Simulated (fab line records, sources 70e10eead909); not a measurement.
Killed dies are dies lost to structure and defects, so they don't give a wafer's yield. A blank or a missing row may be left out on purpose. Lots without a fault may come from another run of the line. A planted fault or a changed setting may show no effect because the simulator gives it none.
fab line records | flow nand_harc
record lots=24 wafers=72 last_day=34
route steps=1302 shown A_CHANNEL_FILL_D1@495 A_CHANNEL_HOLE_D2@571
lots that met no fault: from a run of the same line without faults
start_h: hours from the record's first day to the start of the lot's first wafer shown | wait_h: hours since the lot's step before | " the same as in the row above | L1.1+2: a row that stands for several wafers | - no value, or no start given | * or withheld: withheld | < > ~ a bound
route shown NAME@n: a module of which the file shows steps, and the number in the route of the first | usual: mean/standard deviation of fault-free wafers | same: alike in all rows | chamber/n: place in a boat | sites: the reading at each site | _std_site: their standard deviation | _edge_site: outer sites' mean less inner sites' | radius_mm: how far each site lies from the wafer's centre | mask NAME#n: copy n | behind: the tool/chamber that last shaped the wafer | hold: why the lot was held/for how many hours/how that ended | device: the transistor (n, p or np) that didn't switch | end of line: the same wafers' tests at the end of the route | a step without rows: its recipe alone | killed: dies lost to structure and defects at the first sort, not the wafer's yield | map: a wafer's dies, x killed, . not, _ none there
set.NAME: the setting as run; set.NAME@STEP: as run at that earlier step | model.NAME: the simulator's own value behind a step, which no gauge read
steps of the route over a sample of lots; a table a step, a row a wafer
services: from which hour (start_h, from the record's first day; less than 0 if before it) a tool's chamber was out of use, for how many hours, and why
## steps
# step NHARC_A_CHANNEL_FILL_D1_ALD_15
# recipe target_thk_a=20 pulse_time_s=60 ald_cycles=19 temp_c=630 pressure_torr=2 material=SiNx
# usual precursor_pulse_height_rel=1.002/0.018
# columns lot.wafer tool chamber start_h wait_h precursor_pulse_height_rel
L074.1 ald_sin_batch-03 0 - - 0.998
L074.3 " 0 " " 1.023
L074.5 " 0 " " 1.015
L075.1 ald_sin_batch-01 0 - - 1.010
L075.3 " 0 " " 1.015
L075.4 " 0 " " 1.010
L076.1 ald_sin_batch-02 0 - - 0.985
L076.4 " 0 " " 1.003
L076.6 " 0 " " 1.019
L077.3 ald_sin_batch-02 0 - - 1.011
L077.5 " 0 " " 1.003
L077.6 " 0 " " 1.017
L078.3 ald_sin_batch-02 0 - - 1.046
L078.4 " 0 " " 1.036
L078.6 " 0 " " 1.038
L079.1 ald_sin_batch-02 0 - - 0.997
L079.4 " 0 " " 0.992
L079.5 " 0 " " 1.002
L080.2 ald_sin_batch-01 0 - - 0.964
L080.4 " 0 " " 1.009
L080.6 " 0 " " 1.007
L081.3 ald_sin_batch-03 0 - - 1.020
L081.4 " 0 " " 0.990
L081.5 " 0 " " 1.006
L082.3 ald_sin_batch-01 0 - - 1.041
L082.5 " 0 " " 1.023
L082.6 " 0 " " 0.978
L083.1 ald_sin_batch-01 0 - - 0.993
L083.2 " 0 " " 0.988
L083.3 " 0 " " 0.948
L084.2 ald_sin_batch-02 0 - - 1.003
L084.3 " 0 " " 0.969
L084.6 " 0 " " 1.013
L085.4 ald_sin_batch-01 0 - - 1.027
L085.5 " 0 " " 0.999
L085.6 " 0 " " 0.995
L086.2 ald_sin_batch-03 0 - - 0.969
L086.5 " 0 " " 1.015
L086.6 " 0 " " 0.997
L087.2 ald_sin_batch-01 0 - - 0.996
L087.3 " 0 " " 1.002
L087.6 " 0 " " 0.980
L088.3 ald_sin_batch-02 0 - - 0.993
L088.4 " 0 " " 0.986
L088.6 " 0 " " 1.016
L089.3 ald_sin_batch-02 0 - - 0.996
L089.4 " 0 " " 1.023
L089.5 " 0 " " 1.015
L090.2 ald_sin_batch-02 0 - - 0.996
L090.3 " 0 " " 0.979
L090.6 " 0 " " 0.992
L091.1 ald_sin_batch-02 0 - - 1.006
L091.4 " 0 " " 0.998
L091.6 " 0 " " 0.999
L092.3 ald_sin_batch-01 0 - - 1.011
L092.4 " 0 " " 0.983
L092.5 " 0 " " 1.035
L093.2 ald_sin_batch-02 0 - - 0.968
L093.3 " 0 " " 1.015
L093.4 " 0 " " 0.978
L094.4 ald_sin_batch-03 0 - - 1.032
L094.5 " 0 " " 0.997
L094.6 " 0 " " 1.002
L095.2 ald_sin_batch-01 0 - - 1.010
L095.4 " 0 " " 0.988
L095.5 " 0 " " 0.984
L096.1 ald_sin_batch-01 0 - - 1.009
L096.4 " 0 " " 0.978
L096.5 " 0 " " 1.013
L097.1 ald_sin_batch-03 0 429.94 3.1 0.988
L097.3 " 0 " " 1.021
L097.5 " 0 " " 1.031
# step NHARC_A_CHANNEL_FILL_D1_ALD_16
# recipe target_thk_a=15 pulse_time_s=10 ald_cycles=15 temp_c=300 material=SiO2
# usual heater_power_w=447/36 precursor_pulse_height_rel=1.000/0.019
# columns lot.wafer tool chamber start_h wait_h heater_power_w precursor_pulse_height_rel
L074.3 ald_hk-02 0 202.09 0.0 448 0.990
L074.1 " 2 " " 462 0.982
L074.5 " 0 " " 454 0.971
L075.1 ald_hk-02 0 206.25 0.0 454 1.023
L075.3 " 1 " " 457 0.996
L075.4 " 3 " " 362 0.979
L076.1 ald_hk-04 1 220.90 0.1 491 1.007
L076.4 " 2 " " 416 0.997
L076.6 " 0 " " 461 1.013
L078.3 ald_hk-01 0 239.98 0.1 426 1.014
L078.4 " 2 " " 490 0.980
L078.6 " 3 " " 489 1.002
L077.3 ald_hk-04 2 240.03 0.1 443 0.993
L077.5 " 3 " " 439 1.038
L077.6 " 0 " " 471 1.001
L079.1 ald_hk-02 3 244.12 0.0 354 0.999
L079.4 " 0 " " 449 1.008
L079.5 " 0 " " 465 0.982
L080.2 ald_hk-01 1 259.85 1.7 444 1.012
L080.4 " 2 " " 491 1.001
L080.6 " 1 " " 441 0.976
L081.4 ald_hk-02 1 270.28 0.1 453 0.983
L081.3 " 2 " " 470 0.973
L081.5 " 1 " " 453 0.969
L083.3 ald_hk-04 1 284.70 0.1 482 1.003
L083.2 " 2 " " 411 0.977
L083.1 " 3 " " 436 0.959
L082.3 ald_hk-01 1 284.75 0.1 452 0.964
L082.5 " 2 " " 510 1.007
L082.6 " 3 " " 507 0.985
L084.2 ald_hk-02 0 298.78 0.1 456 1.027
L084.3 " 2 " " 472 1.002
L084.6 " 3 " " 348 1.021
L085.4 ald_hk-02 2 321.10 0.1 458 0.987
L085.6 " 0 " " 464 0.993
L085.5 " 1 " " 448 0.971
L086.2 ald_hk-04 1 326.39 1.8 479 1.017
L086.6 " 2 " " 405 0.992
L086.5 " 3 " " 442 1.034
L087.3 ald_hk-04 3 331.53 0.1 434 1.022
L087.2 " 0 " " 445 0.987
L087.6 " 2 " " 409 1.011
L089.3 ald_hk-04 2 345.19 0.0 415 0.987
L089.4 " 3 " " 432 1.011
L089.5 " 2 " " 411 1.010
L088.4 ald_hk-01 2 345.19 0.0 491 1.017
L088.3 " 1 " " 439 1.002
L088.6 " 2 " " 498 0.990
L090.2 ald_hk-01 1 364.13 0.1 449 1.018
L090.3 " 2 " " 490 0.989
L090.6 " 0 " " 441 1.029
L091.1 ald_hk-04 3 364.13 0.1 436 1.002
L091.4 " 0 " " 453 0.966
L091.6 " 1 " " 469 1.001
L092.4 ald_hk-04 1 379.11 1.5 485 1.010
L092.3 " 3 " " 432 0.978
L092.5 " 2 " " 417 1.011
L093.4 ald_hk-02 3 386.34 0.0 379 0.997
L093.3 " 0 " " 469 1.020
L093.2 " 2 " " 455 0.993
L094.4 ald_hk-02 0 407.62 0.1 467 1.020
L094.6 " 3 " " 379 0.992
L094.5 " 0 " " 466 1.017
L096.1 ald_hk-02 2 420.46 0.9 474 0.996
L096.4 " 0 " " 473 1.009
L096.5 " 2 " " 488 0.997
L095.2 ald_hk-02 2 420.62 1.0 464 0.997
L095.4 " 3 " " 380 1.031
L095.5 " 2 " " 466 1.021
L097.1 ald_hk-01 3 431.98 0.0 499 1.017
L097.3 " 0 " " 440 0.994
L097.5 " 3 " " 506 1.015
# step NHARC_A_CHANNEL_HOLE_D2_DEP_01
# recipe target_thk_a=1400 target_thk_nm=140 temp_c=400 pressure_torr=3.5 flow_sccm=200 rf_w=350 material=SiON
# usual heater_power_w=816/130 rf_fwd_power_W=348.4/1.1
# columns lot.wafer tool chamber start_h wait_h heater_power_w rf_fwd_power_W
L074.1 pecvd-04 1 296.78 1.6 775 345.7
L074.3 " 2 " " 1084 348.7
L074.5 " 1 " " 779 348.1
L075.1 pecvd-04 0 297.55 1.6 651 347.3
L075.3 " 1 " " 741 348.5
L075.4 " 0 " " 659 347.1
L076.1 pecvd-02 1 320.91 1.6 806 349.2
L076.4 " 1 " " 810 348.2
L076.6 " 2 " " 743 345.7
L078.3 pecvd-04 0 329.08 1.0 746 348.8
L078.4 " 2 " " 1045 348.7
L078.6 " 0 " " 736 348.9
L079.1 pecvd-01 2 329.21 1.6 600 347.7
L079.5 " 0 " " 888 347.8
L079.4 " 1 " " 907 349.7
L077.3 pecvd-04 2 329.86 1.0 940 349.1
L077.6 " 1 " " 716 349.1
L077.5 " 2 " " 969 347.9
L080.2 pecvd-02 0 349.00 1.3 962 347.5
L080.4 " 1 " " 765 348.5
L080.6 " 2 " " 773 347.2
L081.3 pecvd-04 1 358.01 1.0 772 347.7
L081.5 " 1 " " 783 348.0
L081.4 " 0 " " 739 349.7
L083.3 pecvd-04 1 369.67 1.0 747 347.7
L083.1 " 2 " " 908 347.3
L083.2 " 0 " " 765 348.8
L082.3 pecvd-01 1 370.17 1.0 1015 349.0
L082.6 " 1 " " 821 346.7
L082.5 " 0 " " 874 348.2
L084.2 pecvd-01 2 390.65 1.3 702 349.9
L084.3 " 1 " " 963 348.1
L084.6 " 1 " " 949 347.5
L085.4 pecvd-04 1 409.06 0.7 729 346.8
L085.6 " 2 " " 1044 349.8
L085.5 " 0 " " 741 349.6
L086.2 pecvd-01 2 417.30 1.3 667 348.8
L086.5 " 1 " " 977 348.1
L086.6 " 2 " " 680 348.7
L087.3 pecvd-04 1 422.92 1.0 673 348.6
L087.2 " 2 " " 931 348.0
L087.6 " 0 " " 679 349.7
L089.4 pecvd-02 2 442.65 0.7 834 349.7
L089.3 " 1 " " 767 348.6
L089.5 " 1 " " 755 349.0
L088.3 pecvd-04 1 442.82 1.0 790 347.6
L088.6 " 0 " " 737 349.5
L088.4 " 2 " " 1024 347.5
L091.1 pecvd-01 1 453.93 1.7 946 347.1
L091.6 " 2 " " 691 349.4
L091.4 " 1 " " 945 347.9
L090.3 pecvd-02 0 453.95 1.0 996 347.3
L090.2 " 2 " " 850 347.8
L090.6 " 0 " " 976 348.0
L092.3 pecvd-04 0 466.17 1.0 614 348.1
L092.5 " 0 " " 630 348.7
L092.4 " 1 " " 778 345.8
L093.3 pecvd-04 2 471.76 1.0 892 348.7
L093.2 " 0 " " 667 349.4
L093.4 " 2 " " 928 349.0
L094.5 pecvd-04 0 491.61 0.4 599 348.2
L094.4 " 1 " " 766 347.7
L094.6 " 2 " " 916 348.4
L095.2 pecvd-04 0 506.10 1.3 697 349.2
L095.5 " 2 " " 1019 347.5
L095.4 " 0 " " 675 350.0
L096.1 pecvd-04 2 506.30 1.7 977 347.8
L096.4 " 0 " " 616 349.8
L096.5 " 1 " " 662 347.7
L097.1 pecvd-04 0 535.06 1.6 689 349.0
L097.3 " 1 " " 783 348.8
L097.5 " 0 " " 673 347.9
# step NHARC_A_CHANNEL_HOLE_D2_DESCUM_15
# recipe time_s=3 o2_flow_sccm=200 ar_flow_sccm=0 bias_power_w=0 chemistry=O2
# usual drypump_motor_current_A=5.8/0.39 oes_product_au=1.002/0.01 rf_vpp_V=57.6/0.85 showerhead_plenum_p_Torr=1.89/0.058 throttle_valve_pct=11.311/0.01
# columns lot.wafer tool chamber start_h wait_h drypump_motor_current_A oes_product_au rf_hours_counter_h rf_vpp_V showerhead_plenum_p_Torr throttle_valve_pct
L074.3 rie_diel-05 2 297.57 0.1 5.7 1.016 2 56.9 1.83 11.309
L074.1 " 0 " " 5.0 0.988 2 57.9 1.83 11.344
L074.5 " 2 " " 5.8 1.008 - 57.1 1.83 11.327
L075.3 rie_diel-03 3 298.33 0.1 5.9 1.000 0 57.4 2.01 11.318
L075.1 " 0 " " 5.9 1.021 0 57.3 1.86 11.303
L075.4 " 1 " " 5.7 1.000 0 58.3 1.94 11.322
L076.4 rie_diel-05 2 321.82 0.1 5.8 1.008 4 58.0 1.83 11.307
L076.1 " 3 " " 5.2 0.994 4 57.5 1.92 11.302
L076.6 " 3 " " 5.2 0.990 - 57.6 1.92 11.313
L078.4 rie_diel-05 2 329.99 0.1 5.7 1.014 4 57.7 1.83 11.321
L078.3 " 0 " " 5.1 1.006 4 57.4 1.83 11.299
L078.6 " 1 " " 6.0 1.004 - 56.3 1.86 11.300
L079.4 rie_diel-07 1 330.15 0.1 6.4 1.002 2 57.4 1.86 11.306
L079.1 " 2 " " 6.5 1.020 2 58.9 1.98 11.315
L079.5 " 1 " " 6.3 1.004 - 56.6 1.86 11.323
L077.3 rie_diel-03 2 330.74 0.1 5.8 1.000 2 58.9 1.97 11.311
L077.6 " 2 " " 5.7 0.997 - 57.6 1.97 11.313
L077.5 " 3 " " 5.9 1.016 - 57.4 2.01 11.310
L080.4 rie_diel-05 0 349.90 0.1 5.1 0.998 5 57.7 1.83 11.304
L080.2 " 2 " " 5.8 1.005 6 57.9 1.83 11.332
L080.6 " 1 " " 6.0 1.007 - 56.3 1.85 11.309
L081.3 rie_diel-07 1 358.93 0.1 6.4 1.000 4 57.5 1.86 11.291
L081.4 " 3 " " 5.8 0.998 3 58.1 1.87 11.326
L081.5 " 0 " " 5.7 1.003 - 58.5 1.86 11.314
L083.1 rie_diel-05 0 370.58 0.1 5.1 0.990 6 56.0 1.82 11.298
L083.3 " 1 " " 6.0 1.013 6 58.8 1.85 11.315
L083.2 " 2 " " 5.7 1.004 6 55.7 1.83 11.322
L082.3 rie_diel-07 0 371.10 0.1 5.8 1.006 5 56.3 1.86 11.308
L082.6 " 2 " " 6.4 1.015 - 56.4 1.98 11.320
L082.5 " 3 " " 5.7 1.002 - 58.2 1.87 11.288
L084.2 rie_diel-07 0 391.57 0.1 5.8 0.998 7 57.3 1.86 11.328
L084.3 " 2 " " 6.4 1.005 7 58.4 1.98 11.310
L084.6 " 0 " " 5.8 0.992 - 57.6 1.86 11.286
L085.4 rie_diel-07 1 409.90 0.1 6.4 0.993 7 57.4 1.86 11.313
L085.5 " 3 " " 5.8 0.998 - 56.7 1.86 11.305
L085.6 " 0 " " 5.8 1.003 - 58.1 1.85 11.300
L086.2 rie_diel-07 1 418.07 0.1 6.4 0.993 8 57.0 1.86 11.311
L086.6 " 0 " " 5.8 0.999 - 57.7 1.85 11.310
L086.5 " 1 " " 6.4 0.993 - 57.2 1.86 11.327
L087.3 rie_diel-03 0 423.86 0.1 5.8 1.008 7 57.9 1.85 11.314
L087.2 " 1 " " 5.7 1.002 8 57.3 1.94 11.320
L087.6 " 3 " " 6.0 1.010 - 58.7 2.01 11.325
L089.3 rie_diel-07 2 443.43 0.1 6.5 1.006 11 58.0 1.97 11.317
L089.4 " 1 " " 6.4 0.987 9 56.9 1.86 11.306
L089.5 " 2 " " 6.5 0.999 - 58.7 1.97 11.284
L088.4 rie_diel-03 0 443.71 0.1 5.9 1.010 8 57.2 1.85 11.304
L088.3 " 1 " " 5.7 0.996 10 57.1 1.94 11.318
L088.6 " 3 " " 5.9 1.010 - 57.6 2.01 11.321
L091.1 rie_diel-07 0 454.67 0.1 5.8 1.006 12 57.8 1.85 11.307
L091.4 " 2 " " 6.4 1.029 11 56.6 1.97 11.322
L091.6 " 0 " " 5.8 1.015 - 56.0 1.85 11.312
L090.2 rie_diel-03 3 454.85 0.1 6.0 1.021 10 60.3 2.01 11.316
L090.3 " 1 " " 5.7 1.001 10 58.8 1.94 11.297
L090.6 " 3 " " 5.9 1.022 - 58.0 2.01 11.313
L092.3 rie_diel-05 2 467.09 0.1 5.8 1.001 2 57.6 1.83 11.306
L092.4 " 0 " " 5.0 0.976 2 57.2 1.82 11.309
L092.5 " 1 " " 6.0 1.002 - 57.5 1.85 11.313
L093.3 rie_diel-05 0 472.64 0.1 5.0 0.989 3 56.8 1.82 11.321
L093.4 " 2 " " 5.8 1.011 3 57.4 1.83 11.309
L093.2 " 3 " " 5.1 0.990 3 58.1 1.92 11.324
L094.5 rie_diel-05 0 492.46 0.1 5.0 0.987 - 57.7 1.82 11.336
L094.6 " 1 " " 6.0 0.999 - 57.4 1.85 11.310
L094.4 " 3 " " 5.1 0.981 - 57.2 1.92 11.341
L095.2 rie_diel-03 1 506.86 0.1 5.7 1.003 1 58.1 1.94 11.304
L095.4 " 2 " " 5.7 1.018 2 57.5 1.96 11.305
L095.5 " 1 " " 5.8 0.997 - 57.8 1.94 11.309
L096.4 rie_diel-07 1 507.16 0.1 6.4 1.006 1 58.7 1.86 11.307
L096.1 " 3 " " 5.8 0.984 1 58.4 1.86 11.300
L096.5 " 1 " " 6.4 1.012 - 56.3 1.86 11.321
L097.3 rie_diel-05 1 535.81 0.1 6.0 1.012 5 56.8 1.85 11.294
L097.1 " 2 " " 5.8 1.011 5 55.6 1.83 11.315
L097.5 " 2 " " 5.8 1.009 - 56.7 1.83 11.302
# step NHARC_A_CHANNEL_HOLE_D2_ETCH_22
# recipe bias_v=3000 source_w=withheld pressure_mtorr=20 time_s=666.7 ar_flow_sccm=375 c4f8_flow_sccm=89.3 o2_flow_sccm=35.7 temp_c=-20 target_depth_a=16000 chemistry=C4F8/O2/Ar
# usual drypump_motor_current_A=5.8/0.31 showerhead_plenum_p_Torr=3.73/0.15 throttle_valve_pct=32.156/0.01
# columns lot.wafer tool chamber start_h wait_h drypump_motor_current_A rf_hours_counter_h showerhead_plenum_p_Torr throttle_valve_pct
L074.1 har_etch-02 1 299.61 0.4 5.6 340 3.60 32.149
L074.3 " 1 " " 5.6 - 3.60 32.148
L074.5 " 0 " " 5.9 - 3.50 32.142
L075.1 har_etch-01 0 300.37 0.4 5.4 158 3.69 32.151
L075.3 " 0 " " 5.4 - 3.69 32.139
L075.4 " 1 " " 6.2 - 3.69 32.170
L076.1 har_etch-01 1 323.89 0.4 6.2 169 3.69 32.168
L076.4 " 0 " " 5.3 - 3.69 32.147
L076.6 " 0 " " 5.3 - 3.69 32.146
L078.4 har_etch-01 0 332.36 0.4 5.3 - 3.68 32.158
L078.3 " 1 " " 6.3 - 3.68 32.170
L078.6 " 0 " " 5.3 - 3.68 32.162
L079.1 har_etch-02 0 332.72 0.4 5.9 378 3.49 32.152
L079.4 " 1 " " 5.6 - 3.59 32.145
L079.5 " 0 " " 5.9 - 3.49 32.156
L077.3 har_etch-01 0 336.62 0.4 5.3 - 3.68 32.176
L077.5 " 1 " " 6.3 - 3.68 32.158
L077.6 " 0 " " 5.4 - 3.68 32.151
L080.2 har_etch-02 0 354.47 0.4 5.8 393 3.48 32.151
L080.4 " 1 " " 5.6 - 3.58 32.150
L080.6 " 1 " " 5.6 - 3.58 32.156
L081.3 har_etch-02 0 361.17 0.4 5.8 - 3.48 32.140
L081.4 " 1 " " 5.6 - 3.58 32.139
L081.5 " 1 " " 5.6 - 3.58 32.141
L083.2 har_etch-01 1 372.90 0.4 6.3 204 3.67 32.150
L083.1 " 0 " " 5.3 204 3.67 32.155
L083.3 " 1 " " 6.2 - 3.67 32.146
L082.3 har_etch-02 0 373.58 0.4 5.9 - 3.47 32.158
L082.5 " 1 " " 5.6 - 3.57 32.150
L082.6 " 0 " " 5.9 - 3.47 32.163
L084.2 har_etch-01 1 394.49 0.4 6.2 219 3.66 32.165
L084.3 " 1 " " 6.2 - 3.66 32.154
L084.6 " 0 " " 5.3 - 3.66 32.154
L085.4 har_etch-02 0 412.13 0.4 5.9 - 3.93 32.169
L085.6 " 0 " " 5.9 - 3.93 32.181
L085.5 " 1 " " 5.6 - 3.93 32.148
L086.2 har_etch-02 1 420.24 0.4 5.6 16 3.92 32.158
L086.6 " 1 " " 5.6 - 3.92 32.169
L086.5 " 0 " " 5.9 - 3.92 32.145
L087.2 har_etch-02 0 426.09 0.4 5.9 20 3.92 32.154
L087.3 " 0 " " 5.8 - 3.92 32.170
L087.6 " 0 " " 5.9 - 3.92 32.155
L089.4 har_etch-02 1 445.67 0.4 5.6 - 3.92 32.165
L089.3 " 0 " " 5.9 - 3.92 32.171
L089.5 " 1 " " 5.6 - 3.92 32.160
L088.4 har_etch-02 1 449.84 0.4 5.6 - 3.92 32.159
L088.3 " 0 " " 5.9 - 3.92 32.158
L088.6 " 1 " " 5.6 - 3.92 32.176
L091.1 har_etch-01 1 456.70 0.4 6.2 253 3.64 32.157
L091.4 " 0 " " 5.4 - 3.64 32.151
L091.6 " 1 " " 6.2 - 3.64 32.155
L090.2 har_etch-02 0 458.83 0.4 5.8 39 3.91 32.173
L090.3 " 1 " " 5.6 - 3.91 32.151
L090.6 " 1 " " 5.6 - 3.91 32.150
L092.4 har_etch-02 1 469.32 0.4 5.6 - 3.91 32.146
L092.3 " 0 " " 5.8 - 3.91 32.173
L092.5 " 0 " " 5.9 - 3.91 32.157
L093.2 har_etch-01 1 474.80 0.4 6.3 265 3.64 32.141
L093.3 " 0 " " 5.3 - 3.64 32.148
L093.4 " 1 " " 6.2 - 3.64 32.127
L094.4 har_etch-02 1 494.87 0.4 5.6 - 3.90 32.183
L094.5 " 1 " " 5.6 - 3.90 32.140
L094.6 " 0 " " 5.9 - 3.90 32.155
L095.2 har_etch-02 0 511.96 0.4 5.9 70 3.89 32.158
L095.4 " 1 " " 5.6 - 3.89 32.174
L095.5 " 1 " " 5.6 - 3.89 32.171
L096.1 har_etch-01 0 515.51 0.4 5.3 288 3.62 32.170
L096.4 " 1 " " 6.2 - 3.62 32.155
L096.5 " 1 " " 6.2 - 3.62 32.148
L097.1 har_etch-01 0 538.13 0.4 5.3 299 3.62 32.155
L097.3 " 1 " " 6.3 - 3.62 32.135
L097.5 " 1 " " 6.2 - 3.62 32.153
# step NHARC_A_CHANNEL_HOLE_D2_STRIP_28
# recipe o2_flow_sccm=500 ar_flow_sccm=0 bias_w=0 chemistry=O2
# usual drypump_motor_current_A=5.8/0.42 oes_product_au=1.001/0.011 rf_vpp_V=57.6/0.9 showerhead_plenum_p_Torr=3.49/0.1 throttle_valve_pct=17.037/0.0086
# columns lot.wafer tool chamber start_h wait_h drypump_motor_current_A oes_product_au rf_hours_counter_h rf_vpp_V showerhead_plenum_p_Torr throttle_valve_pct
L074.3 rie_diel-05 2 - - 5.8 1.007 3 56.5 3.39 17.036
L074.1 " 3 " " 5.1 0.986 3 57.4 3.54 17.041
L074.5 " 3 " " 5.1 0.989 - 58.6 3.54 17.032
L075.1 rie_diel-07 0 - - 5.8 0.998 0 58.6 3.43 17.031
L075.4 " 1 " " 6.4 1.002 0 57.4 3.44 17.034
L075.3 " 2 " " 6.4 1.008 0 57.6 3.64 17.045
L076.1 rie_diel-03 0 - - 5.9 1.011 2 56.4 3.43 17.028
L076.4 " 2 " " 5.7 1.008 2 58.3 3.62 17.042
L076.6 " 1 " " 5.8 0.992 - 58.8 3.57 17.031
L078.3 rie_diel-05 2 - - 5.8 0.994 5 56.2 3.39 17.028
L078.4 " 1 " " 6.0 0.991 4 56.2 3.43 17.049
L078.6 " 3 " " 5.2 0.982 - 56.8 3.54 17.034
L079.1 rie_diel-07 0 336.80 0.1 5.8 1.008 3 57.5 3.43 17.020
L079.4 " 2 " " 6.4 1.018 - 58.1 3.64 17.033
L079.5 " 2 " " 6.5 1.008 - 56.9 3.64 17.031
L077.3 rie_diel-07 0 340.78 0.4 5.8 1.002 - 57.7 3.43 17.016
L077.5 " 2 " " 6.4 1.004 - 58.6 3.64 17.057
L077.6 " 0 " " 5.8 1.009 - 58.0 3.43 17.040
L080.2 rie_diel-05 0 - - 5.1 0.992 6 56.9 3.38 17.025
L080.4 " 0 " " 5.0 1.000 - 57.7 3.38 17.035
L080.6 " 1 " " 6.0 1.004 - 58.2 3.43 17.041
L081.4 rie_diel-05 3 - - 5.2 0.986 6 57.4 3.54 17.029
L081.3 " 1 " " 6.0 1.005 6 57.7 3.43 17.038
L081.5 " 3 " " 5.2 1.000 - 57.1 3.54 17.038
L083.2 rie_diel-05 1 - - 6.0 0.992 7 56.5 3.43 17.041
L083.1 " 2 " " 5.8 0.998 7 57.4 3.39 17.050
L083.3 " 3 " " 5.2 0.990 8 58.4 3.54 17.027
L082.3 rie_diel-03 3 - - 5.9 1.030 5 57.9 3.69 17.037
L082.5 " 0 " " 5.9 1.012 - 56.9 3.43 17.045
L082.6 " 1 " " 5.8 1.006 - 59.9 3.57 17.043
L084.2 rie_diel-07 1 - - 6.4 1.000 6 56.6 3.44 17.038
L084.3 " 2 " " 6.5 1.010 8 56.4 3.63 17.035
L084.6 " 1 " " 6.4 1.005 - 57.9 3.44 17.041
L085.4 rie_diel-03 0 - - 5.8 1.014 7 56.1 3.43 17.050
L085.5 " 2 " " 5.8 1.010 - 57.7 3.62 17.039
L085.6 " 3 " " 5.9 1.007 - 58.0 3.69 17.027
L086.2 rie_diel-07 1 - - 6.4 0.991 9 58.1 3.43 17.027
L086.6 " 2 " " 6.5 1.016 - 57.5 3.63 17.034
L086.5 " 1 " " 6.4 0.990 - 59.1 3.43 17.040
L087.2 rie_diel-05 0 - - 5.0 0.987 1 56.4 3.37 17.031
L087.3 " 1 " " 6.0 1.003 1 58.1 3.43 17.052
L087.6 " 3 " " 5.2 0.986 - 58.0 3.54 17.039
L089.3 rie_diel-05 2 - - 5.8 0.995 1 57.2 3.39 17.037
L089.4 " 0 " " 5.1 0.979 2 58.0 3.37 17.028
L089.5 " 3 " " 5.2 0.981 - 57.1 3.54 17.029
L088.4 rie_diel-03 1 - - 5.7 1.000 10 58.6 3.57 17.022
L088.3 " 3 " " 6.0 1.005 10 60.1 3.69 17.042
L088.6 " 1 " " 5.8 1.004 - 57.3 3.57 17.037
L091.4 rie_diel-05 3 - - 5.1 0.992 2 57.0 3.54 17.018
L091.1 " 1 " " 6.0 1.006 2 55.1 3.42 17.044
L091.6 " 2 " " 5.7 1.001 - 58.0 3.39 17.036
L090.3 rie_diel-07 1 - - 6.3 1.003 11 57.2 3.43 17.033
L090.2 " 0 " " 5.8 0.996 14 58.3 3.42 17.037
L090.6 " 2 " " 6.4 1.011 - 58.0 3.63 17.038
L092.3 rie_diel-03 0 - - 5.9 1.020 0 58.2 3.42 17.035
L092.4 " 2 " " 5.7 1.009 0 58.9 3.61 17.028
L092.5 " 0 " " 5.9 1.010 - 56.7 3.42 17.034
L093.2 rie_diel-03 0 - - 5.9 1.025 0 58.1 3.42 17.032
L093.3 " 2 " " 5.8 1.018 0 58.2 3.61 17.050
L093.4 " 0 " " 5.9 1.019 - 57.3 3.42 17.033
L094.4 rie_diel-05 2 - - 5.8 1.008 4 57.1 3.38 17.033
L094.6 " 2 " " 5.8 1.016 - 57.2 3.38 17.042
L094.5 " 3 " " 5.1 0.982 - 56.0 3.54 17.038
L095.4 rie_diel-03 1 - - 5.7 0.988 3 58.9 3.57 17.027
L095.2 " 3 " " 5.9 0.992 3 58.0 3.69 17.034
L095.5 " 1 " " 5.8 0.992 - 58.4 3.57 17.057
L096.1 rie_diel-05 3 - - 5.1 0.996 5 56.5 3.54 17.038
L096.4 " 1 " " 6.0 1.007 5 57.5 3.42 17.030
L096.5 " 0 " " 5.0 0.994 - 56.2 3.37 17.039
L097.3 rie_diel-07 2 - - 6.5 1.002 3 58.9 3.63 17.056
L097.1 " 3 " " 5.8 0.994 2 57.1 3.44 17.045
L097.5 " 1 " " 6.4 1.022 - 56.2 3.43 17.044
## services
# columns tool chamber start_h hours kind
rie_diel-05 2 181.75 3.1 repair
rie_diel-07 0 188.12 5.2 repair
rie_diel-07 1 191.78 7.4 repair
rie_diel-07 3 193.63 8.2 repair
rie_diel-05 - 229.61 9.0 pm
rie_diel-07 1 242.24 8.3 repair
pecvd-04 0 248.34 4.1 repair
pecvd-04 - 269.13 13.0 pm
rie_diel-07 0 277.34 3.5 repair
rie_diel-05 0 290.26 2.7 repair
rie_diel-07 - 294.63 9.0 pm
pecvd-04 1 324.70 4.3 repair
rie_diel-07 1 333.38 8.6 repair
rie_diel-07 3 334.75 15.5 repair
rie_diel-05 - 344.83 0.1 repair
rie_diel-05 3 355.84 5.8 repair
rie_diel-07 1 380.35 9.2 repair
rie_diel-05 - 406.61 9.0 pm
rie_diel-05 1 436.51 2.4 repair
rie_diel-07 - 471.63 9.0 pm
rie_diel-05 2 480.99 15.7 repair
rie_diel-05 1 493.45 1.8 repair
rie_diel-05 3 526.55 2.7 repair
rie_diel-05 3 541.62 14.4 repair
## key
fault none
